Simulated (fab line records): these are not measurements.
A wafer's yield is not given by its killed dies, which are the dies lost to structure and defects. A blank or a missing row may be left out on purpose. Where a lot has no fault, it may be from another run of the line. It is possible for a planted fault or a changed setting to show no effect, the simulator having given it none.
fab line records / flow nandHarc
[record] lots = 6 wafers = 18 lastDay = 33
route steps=1302 shown A_DECK1_JOINT@527 END@1302
lots with no fault: from the same line, run without faults
startH: start of the lot's first displayed wafer, in hours after the record's first day / waitH: hours from the lot's prior step to this one / " unchanged from the row above / L1.1+2: a single row standing in for several wafers / - no value, or no start was given / * or withheld: withheld / < > ~ a bound
route shown NAME@n: names a module that has steps shown in the file, with the first one's number in the route / usual: mean/standard deviation taken from wafers without a fault / same: alike in all rows / chamber/n: place in a boat / sites: each site's reading / _std_site: the values' standard deviation / _edge_site: inner sites' mean taken away from outer sites' mean / radiusMm: for every site, how far away it sits from the centre of the wafer / mask NAME#n: copy n / behind: tool/chamber where the wafer was last shaped / hold: reason for holding the lot/hours on hold/outcome of the hold / device: the n, p or np transistor that did not switch / end of line: tests run on the same wafers once the route is complete / a step with no rows: only its recipe / killed: the dies lost at the first sort to structure and to defects; this is not the yield of the wafer / map: the dies of a wafer, with x for killed, . for not killed, _ for no die there
set.NAME: the setting as run; set.NAME@STEP: as run at that earlier step / model.NAME: the simulator's own value behind a step, which no gauge read
lots at selected steps of the route; one table per step, one row per wafer
services: when a tool's chamber went out of use (startH, in hours from the record's first day, below 0 if earlier), for how many hours, and the reason
[[steps]]
[step NHARC_A_DECK1_JOINT_CMP_13]
[recipe] targetThkNm = 51.023
[usual] edgeZonePressureFrac = 0.999/0.005 motorCurrentA = 12.3/1.1 retainingRingPressureFrac = 1.001/0.005 timeToEndpointS = 8.6/1.8
lot.wafer=L902.1 tool=cmp-01 chamber=2 startH=289.52 waitH=0.4 edgeZonePressureFrac=1.006 motorCurrentA=12.2 retainingRingPressureFrac=1.001 timeToEndpointS=7.6
lot.wafer=L902.3 tool=cmp-01 chamber=3 startH=289.52 waitH=0.4 edgeZonePressureFrac=1.005 motorCurrentA=13.3 retainingRingPressureFrac=1.006 timeToEndpointS=7.5
lot.wafer=L902.6 tool=cmp-01 chamber=2 startH=289.52 waitH=0.4 edgeZonePressureFrac=0.999 motorCurrentA=12.1 retainingRingPressureFrac=0.994 timeToEndpointS=7.3
lot.wafer=L904.4 tool=cmp-01 chamber=2 startH=323.25 waitH=0.4 edgeZonePressureFrac=0.990 motorCurrentA=12.6 retainingRingPressureFrac=1.005 timeToEndpointS=8.2
lot.wafer=L904.2 tool=cmp-01 chamber=3 startH=323.25 waitH=0.4 edgeZonePressureFrac=0.991 motorCurrentA=13.3 retainingRingPressureFrac=1.002 timeToEndpointS=9.2
lot.wafer=L904.6 tool=cmp-01 chamber=1 startH=323.25 waitH=0.4 edgeZonePressureFrac=0.998 motorCurrentA=11.1 retainingRingPressureFrac=1.001 timeToEndpointS=9.3
lot.wafer=L911.2 tool=cmp-02 chamber=2 startH=394.66 waitH=0.4 edgeZonePressureFrac=0.995 motorCurrentA=13.3 retainingRingPressureFrac=1.002 timeToEndpointS=9.3
lot.wafer=L911.1 tool=cmp-02 chamber=3 startH=394.66 waitH=0.4 edgeZonePressureFrac=0.997 motorCurrentA=10.2 retainingRingPressureFrac=1.006 timeToEndpointS=8.6
lot.wafer=L911.6 tool=cmp-02 chamber=2 startH=394.66 waitH=0.4 edgeZonePressureFrac=0.995 motorCurrentA=14.4 retainingRingPressureFrac=0.998 timeToEndpointS=9.0
lot.wafer=L912.4 tool=cmp-03 chamber=1 startH=394.68 waitH=0.4 edgeZonePressureFrac=1.006 motorCurrentA=11.9 retainingRingPressureFrac=0.992 timeToEndpointS=12.3
lot.wafer=L912.2 tool=cmp-03 chamber=2 startH=394.68 waitH=0.4 edgeZonePressureFrac=0.994 motorCurrentA=14.8 retainingRingPressureFrac=0.998 timeToEndpointS=6.0
lot.wafer=L912.6 tool=cmp-03 chamber=0 startH=394.68 waitH=0.4 edgeZonePressureFrac=0.988 motorCurrentA=11.9 retainingRingPressureFrac=0.993 timeToEndpointS=11.6
lot.wafer=L919.1 tool=cmp-03 chamber=1 startH=468.78 waitH=0.4 edgeZonePressureFrac=0.998 motorCurrentA=12.1 retainingRingPressureFrac=0.992 timeToEndpointS=9.5
lot.wafer=L919.4 tool=cmp-03 chamber=2 startH=468.78 waitH=0.4 edgeZonePressureFrac=0.999 motorCurrentA=15.6 retainingRingPressureFrac=1.001 timeToEndpointS=3.8
lot.wafer=L919.3 tool=cmp-03 chamber=3 startH=468.78 waitH=0.4 edgeZonePressureFrac=1.003 motorCurrentA=12.9 retainingRingPressureFrac=0.995 timeToEndpointS=6.6
lot.wafer=L920.4 tool=cmp-01 chamber=2 startH=475.32 waitH=0.4 edgeZonePressureFrac=0.998 motorCurrentA=12.4 retainingRingPressureFrac=1.002 timeToEndpointS=11.1
lot.wafer=L920.1 tool=cmp-01 chamber=0 startH=475.32 waitH=0.4 edgeZonePressureFrac=0.996 motorCurrentA=11.9 retainingRingPressureFrac=0.998 timeToEndpointS=9.5
lot.wafer=L920.6 tool=cmp-01 chamber=3 startH=475.32 waitH=0.4 edgeZonePressureFrac=0.994 motorCurrentA=13.3 retainingRingPressureFrac=0.999 timeToEndpointS=12.1
[step NHARC_A_DECK1_JOINT_THK_MEAS_14]
[recipe] thkMeasGauge = ellipsometry
[usual] thkNm = 51.1/1.4
lot.wafer=L902.1 tool=filmMetro-01 chamber=- startH=289.77 waitH=0.2 thkNm=50.1
lot.wafer=L902.3 tool=filmMetro-01 chamber=- startH=289.77 waitH=0.2 thkNm=51.3
lot.wafer=L902.6 tool=filmMetro-01 chamber=- startH=289.77 waitH=0.2 thkNm=51.5
lot.wafer=L904.2 tool=filmMetro-02 chamber=- startH=323.48 waitH=0.2 thkNm=52.3
lot.wafer=L904.4 tool=filmMetro-02 chamber=- startH=323.48 waitH=0.2 thkNm=49.7
lot.wafer=L904.6 tool=filmMetro-02 chamber=- startH=323.48 waitH=0.2 thkNm=52.6
lot.wafer=L911.1 tool=filmMetro-02 chamber=- startH=394.91 waitH=0.2 thkNm=49.4
lot.wafer=L911.2 tool=filmMetro-02 chamber=- startH=394.91 waitH=0.2 thkNm=50.8
lot.wafer=L911.6 tool=filmMetro-02 chamber=- startH=394.91 waitH=0.2 thkNm=48.9
lot.wafer=L912.2 tool=filmMetro-01 chamber=- startH=394.92 waitH=0.2 thkNm=49.8
lot.wafer=L912.4 tool=filmMetro-01 chamber=- startH=394.92 waitH=0.2 thkNm=51.4
lot.wafer=L912.6 tool=filmMetro-01 chamber=- startH=394.92 waitH=0.2 thkNm=52.2
lot.wafer=L919.1 tool=filmMetro-01 chamber=- startH=469.01 waitH=0.2 thkNm=50.9
lot.wafer=L919.3 tool=filmMetro-01 chamber=- startH=469.01 waitH=0.2 thkNm=51.3
lot.wafer=L919.4 tool=filmMetro-01 chamber=- startH=469.01 waitH=0.2 thkNm=49.7
lot.wafer=L920.1 tool=filmMetro-02 chamber=- startH=475.58 waitH=0.2 thkNm=52.7
lot.wafer=L920.4 tool=filmMetro-02 chamber=- startH=475.58 waitH=0.2 thkNm=53.1
lot.wafer=L920.6 tool=filmMetro-02 chamber=- startH=475.58 waitH=0.2 thkNm=52.6
[step NHARC_A_DECK1_JOINT_SRD_04]
[step NHARC_A_DECK1_JOINT_ETCHBACK_00]
[recipe] targetDepthA = 300 timeS = 17.4 hbrFlowSccm = 150 rfW = 350 icpW = 350 biasW = 60 chemistry = HBr
[usual] drypumpMotorCurrentA = 5.6/0.56 oesProductAu = 0.999/0.0079 throttleValvePct = 23.265/0.009
lot.wafer=L902.3 tool=rieSi-06 chamber=1 startH=289.90 waitH=0.1 drypumpMotorCurrentA=5.4 oesProductAu=0.994 rfHoursCounterH=0.2 throttleValvePct=23.271
lot.wafer=L902.1 tool=rieSi-06 chamber=0 startH=289.90 waitH=0.1 drypumpMotorCurrentA=5.0 oesProductAu=0.993 rfHoursCounterH=0.2 throttleValvePct=23.261
lot.wafer=L902.6 tool=rieSi-06 chamber=2 startH=289.90 waitH=0.1 drypumpMotorCurrentA=4.8 oesProductAu=0.993 rfHoursCounterH=- throttleValvePct=23.270
lot.wafer=L904.4 tool=rieSi-05 chamber=2 startH=323.63 waitH=0.1 drypumpMotorCurrentA=6.4 oesProductAu=0.993 rfHoursCounterH=0.0 throttleValvePct=23.270
lot.wafer=L904.2 tool=rieSi-05 chamber=3 startH=323.63 waitH=0.1 drypumpMotorCurrentA=6.3 oesProductAu=0.992 rfHoursCounterH=0.0 throttleValvePct=23.278
lot.wafer=L904.6 tool=rieSi-05 chamber=0 startH=323.63 waitH=0.1 drypumpMotorCurrentA=5.5 oesProductAu=0.997 rfHoursCounterH=- throttleValvePct=23.264
lot.wafer=L911.2 tool=rieSi-05 chamber=0 startH=395.04 waitH=0.1 drypumpMotorCurrentA=5.5 oesProductAu=0.987 rfHoursCounterH=0.5 throttleValvePct=23.272
lot.wafer=L911.1 tool=rieSi-05 chamber=3 startH=395.04 waitH=0.1 drypumpMotorCurrentA=6.3 oesProductAu=1.003 rfHoursCounterH=0.5 throttleValvePct=23.260
lot.wafer=L911.6 tool=rieSi-05 chamber=1 startH=395.04 waitH=0.1 drypumpMotorCurrentA=5.0 oesProductAu=1.010 rfHoursCounterH=- throttleValvePct=23.255
lot.wafer=L912.2 tool=rieSi-06 chamber=3 startH=395.04 waitH=0.1 drypumpMotorCurrentA=5.6 oesProductAu=0.992 rfHoursCounterH=1.0 throttleValvePct=23.253
lot.wafer=L912.4 tool=rieSi-06 chamber=0 startH=395.04 waitH=0.1 drypumpMotorCurrentA=5.0 oesProductAu=0.995 rfHoursCounterH=0.9 throttleValvePct=23.249
lot.wafer=L912.6 tool=rieSi-06 chamber=3 startH=395.04 waitH=0.1 drypumpMotorCurrentA=5.6 oesProductAu=0.994 rfHoursCounterH=- throttleValvePct=23.265
lot.wafer=L919.1 tool=rieSi-06 chamber=0 startH=469.14 waitH=0.1 drypumpMotorCurrentA=5.0 oesProductAu=0.989 rfHoursCounterH=0.1 throttleValvePct=23.272
lot.wafer=L919.3 tool=rieSi-06 chamber=2 startH=469.14 waitH=0.1 drypumpMotorCurrentA=4.8 oesProductAu=0.994 rfHoursCounterH=0.2 throttleValvePct=23.264
lot.wafer=L919.4 tool=rieSi-06 chamber=3 startH=469.14 waitH=0.1 drypumpMotorCurrentA=5.6 oesProductAu=0.995 rfHoursCounterH=0.1 throttleValvePct=23.266
lot.wafer=L920.4 tool=rieSi-01 chamber=3 startH=475.71 waitH=0.1 drypumpMotorCurrentA=5.6 oesProductAu=1.000 rfHoursCounterH=0.6 throttleValvePct=23.264
lot.wafer=L920.1 tool=rieSi-01 chamber=0 startH=475.71 waitH=0.1 drypumpMotorCurrentA=6.4 oesProductAu=0.994 rfHoursCounterH=0.5 throttleValvePct=23.261
lot.wafer=L920.6 tool=rieSi-01 chamber=3 startH=475.71 waitH=0.1 drypumpMotorCurrentA=5.5 oesProductAu=1.002 rfHoursCounterH=- throttleValvePct=23.273
[step NHARC_A_DECK1_JOINT_PRECLEAN_30]
[recipe] timeS = * tempC = 50 bathAgeMin = 0 chemistry = SC1
[step NHARC_A_DECK1_JOINT_SRD_31]
[step NHARC_A_DECK1_JOINT_CVD_34]
[recipe] targetThkA = 200 tempC = 700 pressureMtorr = 300 material = SiNx
[step NHARC_A_DECK1_JOINT_DEP_06]
[recipe] targetThkA = 800 tempC = 65 material = SiOx
[step NHARC_A_DECK1_JOINT_CURE_26]
[recipe] tempC = 150 timeS = 32 pressureAtm = 0.395
[step NHARC_A_DECK1_JOINT_ANNEAL_27]
[recipe] tempC = 400 timeS = 3600 idleTempC = 300 rampUpCPerMin = 10 densificationPH2oTorr = 640
[step NHARC_A_DECK1_JOINT_ANNEAL_28]
[recipe] tempC = 500 timeS = 1800 idleTempC = 400 rampUpCPerMin = 10 densificationPH2oTorr = 640
[step NHARC_A_DECK1_JOINT_ANNEAL_29]
[recipe] tempC = 750 timeS = 1800 idleTempC = 500 rampUpCPerMin = 10 rampDownCPerMin = 3
[step NHARC_A_DECK1_JOINT_CMP_02]
[recipe] material = SiOx
[usual] edgeZonePressureFrac = 1.000/0.0052 motorCurrentA = 12.5/1.1 retainingRingPressureFrac = 1.001/0.0048
lot.wafer=L902.3 tool=cmp-01 chamber=0 startH=313.72 waitH=0.4 edgeZonePressureFrac=1.005 motorCurrentA=12.1 retainingRingPressureFrac=1.002
lot.wafer=L902.1 tool=cmp-01 chamber=2 startH=313.72 waitH=0.4 edgeZonePressureFrac=1.000 motorCurrentA=12.4 retainingRingPressureFrac=1.002
lot.wafer=L902.6 tool=cmp-01 chamber=0 startH=313.72 waitH=0.4 edgeZonePressureFrac=1.003 motorCurrentA=12.3 retainingRingPressureFrac=0.995
lot.wafer=L904.4 tool=cmp-03 chamber=1 startH=346.88 waitH=0.4 edgeZonePressureFrac=1.000 motorCurrentA=11.8 retainingRingPressureFrac=0.988
lot.wafer=L904.2 tool=cmp-03 chamber=2 startH=346.88 waitH=0.4 edgeZonePressureFrac=0.996 motorCurrentA=14.8 retainingRingPressureFrac=1.008
lot.wafer=L904.6 tool=cmp-03 chamber=0 startH=346.88 waitH=0.4 edgeZonePressureFrac=1.002 motorCurrentA=10.9 retainingRingPressureFrac=1.007
lot.wafer=L911.1 tool=cmp-03 chamber=2 startH=419.47 waitH=0.4 edgeZonePressureFrac=- motorCurrentA=- retainingRingPressureFrac=-
lot.wafer=L911.2 tool=cmp-03 chamber=3 startH=419.47 waitH=0.4 edgeZonePressureFrac=- motorCurrentA=- retainingRingPressureFrac=-
lot.wafer=L911.6 tool=cmp-03 chamber=0 startH=419.47 waitH=0.4 edgeZonePressureFrac=- motorCurrentA=- retainingRingPressureFrac=-
lot.wafer=L912.2 tool=cmp-03 chamber=1 startH=419.62 waitH=0.6 edgeZonePressureFrac=- motorCurrentA=- retainingRingPressureFrac=-
lot.wafer=L912.4 tool=cmp-03 chamber=2 startH=419.62 waitH=0.6 edgeZonePressureFrac=- motorCurrentA=- retainingRingPressureFrac=-
lot.wafer=L912.6 tool=cmp-03 chamber=0 startH=419.62 waitH=0.6 edgeZonePressureFrac=- motorCurrentA=- retainingRingPressureFrac=-
lot.wafer=L919.1 tool=cmp-03 chamber=1 startH=497.80 waitH=0.4 edgeZonePressureFrac=0.996 motorCurrentA=11.8 retainingRingPressureFrac=1.003
lot.wafer=L919.3 tool=cmp-03 chamber=2 startH=497.80 waitH=0.4 edgeZonePressureFrac=0.990 motorCurrentA=15.9 retainingRingPressureFrac=1.004
lot.wafer=L919.4 tool=cmp-03 chamber=3 startH=497.80 waitH=0.4 edgeZonePressureFrac=1.009 motorCurrentA=12.4 retainingRingPressureFrac=1.009
lot.wafer=L920.1 tool=cmp-01 chamber=0 startH=497.80 waitH=0.4 edgeZonePressureFrac=0.989 motorCurrentA=12.7 retainingRingPressureFrac=0.999
lot.wafer=L920.4 tool=cmp-01 chamber=2 startH=497.80 waitH=0.4 edgeZonePressureFrac=1.001 motorCurrentA=12.3 retainingRingPressureFrac=1.002
lot.wafer=L920.6 tool=cmp-01 chamber=0 startH=497.80 waitH=0.4 edgeZonePressureFrac=0.996 motorCurrentA=13.3 retainingRingPressureFrac=1.000
[step NHARC_END_SORT_01]
[recipe] tempC = 25
[usual] killedAtArray = 54/21 killedAtOther = 1.0/1.2 killedAtPeriphery = 3.6/2.6 killedDies = 58/20 killedOpen = 3.3/1.9 killedShort = 2.6/1.5
[same] grossDies = 677
lot.wafer=L912.2 tool=prober-02 chamber=0 startH=722.82 waitH=2.8 killedAtArray=671 killedAtOther=1 killedAtPeriphery=5 killedDies=677 killedOpen=7 killedShort=1
lot.wafer=L912.4 tool=prober-02 chamber=0 startH=724.44 waitH=3.4 killedAtArray=673 killedAtOther=0 killedAtPeriphery=4 killedDies=677 killedOpen=5 killedShort=4
lot.wafer=L912.6 tool=prober-02 chamber=0 startH=726.06 waitH=4.1 killedAtArray=672 killedAtOther=2 killedAtPeriphery=3 killedDies=677 killedOpen=0 killedShort=2
lot.wafer=L911.1 tool=prober-01 chamber=0 startH=729.03 waitH=2.5 killedAtArray=674 killedAtOther=0 killedAtPeriphery=3 killedDies=677 killedOpen=3 killedShort=1
lot.wafer=L911.2 tool=prober-01 chamber=0 startH=729.82 waitH=2.8 killedAtArray=668 killedAtOther=0 killedAtPeriphery=9 killedDies=677 killedOpen=4 killedShort=4
lot.wafer=L911.6 tool=prober-01 chamber=0 startH=732.99 waitH=4.0 killedAtArray=675 killedAtOther=1 killedAtPeriphery=1 killedDies=677 killedOpen=1 killedShort=3
// killed by level:class
L912.2 A_DECK1_JOINT:areaCmp=604 A_SLIT:chamberFilmFlake=35 A_CHANNEL_HOLE_D2:chamberFilmFlake=15 A_BLC:chamberFilmFlake=5 A_WL_FILL:geometricParticle:open=2 A_M0:geometricParticle:open=2 A_ZERO_WELL:chamberFilmFlake=2 A_CONTACT:chamberFilmFlake=2
L912.4 A_DECK1_JOINT:areaCmp=615 A_SLIT:chamberFilmFlake=20 A_CHANNEL_HOLE_D2:chamberFilmFlake=13 A_CHANNEL_HOLE_D1:chamberFilmFlake=7 A_CONTACT:chamberFilmFlake=4 A_WL_FILL:chamberFilmFlake=3 A_BLC:chamberFilmFlake=3 A_ONON_D2:geometricParticle:open=2
L912.6 A_DECK1_JOINT:areaCmp=617 A_SLIT:chamberFilmFlake=19 A_CHANNEL_HOLE_D2:chamberFilmFlake=15 A_CHANNEL_HOLE_D1:chamberFilmFlake=8 A_WL_FILL:chamberFilmFlake=5 A_CONTACT:chamberFilmFlake=5 A_BLC:chamberFilmFlake=2 THIN_TSV:chamberFilmFlake=2
L911.1 A_DECK1_JOINT:areaCmp=606 A_CHANNEL_HOLE_D1:chamberFilmFlake=29 A_SLIT:chamberFilmFlake=25 A_CONTACT:chamberFilmFlake=6 A_CHANNEL_HOLE_D2:chamberFilmFlake=3 P_CONTACT:chamberFilmFlake=2 A_ONON_D1:geometricParticle:open=1 A_CHANNEL_FILL_D1:geometricParticle:open=1
L911.2 A_DECK1_JOINT:areaCmp=588 A_CHANNEL_HOLE_D1:chamberFilmFlake=32 A_SLIT:chamberFilmFlake=20 A_CHANNEL_HOLE_D2:chamberFilmFlake=8 A_CONTACT:chamberFilmFlake=6 P_BONDPAD:chamberFilmFlake=5 A_CHANNEL_FILL_D1:chamberFilmFlake=4 A_CHANNEL_FILL_D1:geometricParticle:short=2
L911.6 A_DECK1_JOINT:areaCmp=617 A_CHANNEL_HOLE_D1:chamberFilmFlake=24 A_SLIT:chamberFilmFlake=17 A_CHANNEL_HOLE_D2:chamberFilmFlake=5 A_CONTACT:chamberFilmFlake=5 A_CHANNEL_FILL_D1:chamberFilmFlake=3 A_CHANNEL_FILL_D2:geometricParticle:short=2 P_CONTACT:geometricParticle:short=1
// map L911.1 (x killed, . not)
____________x____________
_________xxxxxxx_________
_______xxxxxxxxxxx_______
______xxxxxxxxxxxxx______
_____xxxxxxxxxxxxxxx_____
____xxxxxxxxxxxxxxxxx____
____xxxxxxxxxxxxxxxxx____
___xxxxxxxxxxxxxxxxxxx___
___xxxxxxxxxxxxxxxxxxx___
__xxxxxxxxxxxxxxxxxxxxx__
__xxxxxxxxxxxxxxxxxxxxx__
_xxxxxxxxxxxxxxxxxxxxxxx_
_xxxxxxxxxxxxxxxxxxxxxxx_
_xxxxxxxxxxxxxxxxxxxxxxx_
_xxxxxxxxxxxxxxxxxxxxxxx_
_xxxxxxxxxxxxxxxxxxxxxxx_
xxxxxxxxxxxxxxxxxxxxxxxxx
xxxxxxxxxxxxxxxxxxxxxxxxx
xxxxxxxxxxxxxxxxxxxxxxxxx
xxxxxxxxxxxxxxxxxxxxxxxxx
xxxxxxxxxxxxxxxxxxxxxxxxx
_xxxxxxxxxxxxxxxxxxxxxxx_
_xxxxxxxxxxxxxxxxxxxxxxx_
_xxxxxxxxxxxxxxxxxxxxxxx_
_xxxxxxxxxxxxxxxxxxxxxxx_
_xxxxxxxxxxxxxxxxxxxxxxx_
__xxxxxxxxxxxxxxxxxxxxx__
__xxxxxxxxxxxxxxxxxxxxx__
___xxxxxxxxxxxxxxxxxxx___
___xxxxxxxxxxxxxxxxxxx___
____xxxxxxxxxxxxxxxxx____
____xxxxxxxxxxxxxxxxx____
_____xxxxxxxxxxxxxxx_____
______xxxxxxxxxxxxx______
_______xxxxxxxxxxx_______
_________xxxxxxx_________
____________x____________
// map L912.2 (x killed, . not)
____________x____________
_________xxxxxxx_________
_______xxxxxxxxxxx_______
______xxxxxxxxxxxxx______
_____xxxxxxxxxxxxxxx_____
____xxxxxxxxxxxxxxxxx____
____xxxxxxxxxxxxxxxxx____
___xxxxxxxxxxxxxxxxxxx___
___xxxxxxxxxxxxxxxxxxx___
__xxxxxxxxxxxxxxxxxxxxx__
__xxxxxxxxxxxxxxxxxxxxx__
_xxxxxxxxxxxxxxxxxxxxxxx_
_xxxxxxxxxxxxxxxxxxxxxxx_
_xxxxxxxxxxxxxxxxxxxxxxx_
_xxxxxxxxxxxxxxxxxxxxxxx_
_xxxxxxxxxxxxxxxxxxxxxxx_
xxxxxxxxxxxxxxxxxxxxxxxxx
xxxxxxxxxxxxxxxxxxxxxxxxx
xxxxxxxxxxxxxxxxxxxxxxxxx
xxxxxxxxxxxxxxxxxxxxxxxxx
xxxxxxxxxxxxxxxxxxxxxxxxx
_xxxxxxxxxxxxxxxxxxxxxxx_
_xxxxxxxxxxxxxxxxxxxxxxx_
_xxxxxxxxxxxxxxxxxxxxxxx_
_xxxxxxxxxxxxxxxxxxxxxxx_
_xxxxxxxxxxxxxxxxxxxxxxx_
__xxxxxxxxxxxxxxxxxxxxx__
__xxxxxxxxxxxxxxxxxxxxx__
___xxxxxxxxxxxxxxxxxxx___
___xxxxxxxxxxxxxxxxxxx___
____xxxxxxxxxxxxxxxxx____
____xxxxxxxxxxxxxxxxx____
_____xxxxxxxxxxxxxxx_____
______xxxxxxxxxxxxx______
_______xxxxxxxxxxx_______
_________xxxxxxx_________
____________x____________
[[services]]
tool=cmp-03 chamber=- startH=271.92 hours=4.3 kind=repair
tool=rieSi-05 chamber=3 startH=279.82 hours=2.6 kind=repair
tool=cmp-01 chamber=- startH=283.50 hours=4.0 kind=pm
tool=rieSi-05 chamber=2 startH=283.80 hours=1.6 kind=repair
tool=cmp-03 chamber=- startH=291.00 hours=0.6 kind=repair
tool=rieSi-05 chamber=- startH=305.00 hours=9.0 kind=pm
tool=cmp-02 chamber=- startH=321.83 hours=8.8 kind=repair
tool=cmp-02 chamber=- startH=330.63 hours=4.0 kind=pm
tool=cmp-02 chamber=- startH=344.88 hours=1.8 kind=repair
tool=cmp-03 chamber=- startH=356.92 hours=1.2 kind=repair
tool=cmp-03 chamber=- startH=364.67 hours=3.4 kind=repair
tool=rieSi-01 chamber=- startH=370.00 hours=9.0 kind=pm
tool=cmp-03 chamber=- startH=380.94 hours=0.5 kind=repair
tool=cmp-01 chamber=- startH=381.50 hours=4.0 kind=pm
tool=cmp-02 chamber=- startH=387.28 hours=2.3 kind=repair
tool=rieSi-01 chamber=2 startH=390.85 hours=22.8 kind=repair
tool=cmp-03 chamber=- startH=408.55 hours=2.6 kind=repair
tool=rieSi-06 chamber=- startH=426.00 hours=9.0 kind=pm
tool=cmp-01 chamber=- startH=429.51 hours=1.8 kind=repair
tool=cmp-01 chamber=- startH=432.08 hours=0.4 kind=repair
tool=cmp-03 chamber=- startH=442.18 hours=0.3 kind=repair
tool=cmp-03 chamber=- startH=456.10 hours=4.0 kind=pm
tool=cmp-01 chamber=- startH=479.50 hours=4.0 kind=pm
tool=rieSi-05 chamber=- startH=482.00 hours=9.0 kind=pm
[[key]]
[firstSign] step = NHARC_A_DECK1_JOINT_CMP_02 reading = toolRecord direction = missing
[effect] step = NHARC_END_SORT_01 reading = killedDies direction = up sigmas = 30 usual = 58 struck = 677
[moreKillsBornAt] NHARC_A_DECK1_JOINT_CMP_02@cmp-03 = 3647
metAt NHARC_A_DECK1_JOINT_CMP_02
struckWafers L911.1,L911.2,L911.6,L912.2,L912.4,L912.6
laterRowsLeftOut L911.1,L911.2,L911.6,L912.2,L912.4,L912.6
testerLeftOut L911,L912
onsetBetween 346.88 419.47
[fault] kind = skippedStepWhole tool = cmp-03 chamber = - onsetH = 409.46 steps = NHARC_A_DECK1_JOINT_CMP_02 scope = struckLotsOnly
// testerLeftOut: of these lots the tester's yield and bins aren't shown, on N5 and GAA mostly nor the transistor test; their killed dies are dies lost to structure and defects alone, not to doping, threshold or leakage, so they don't give the yield
// laterRowsLeftOut: the simulator's readings of these wafers behind a module that went badly wrong aren't trusted and aren't shown, but for the sort
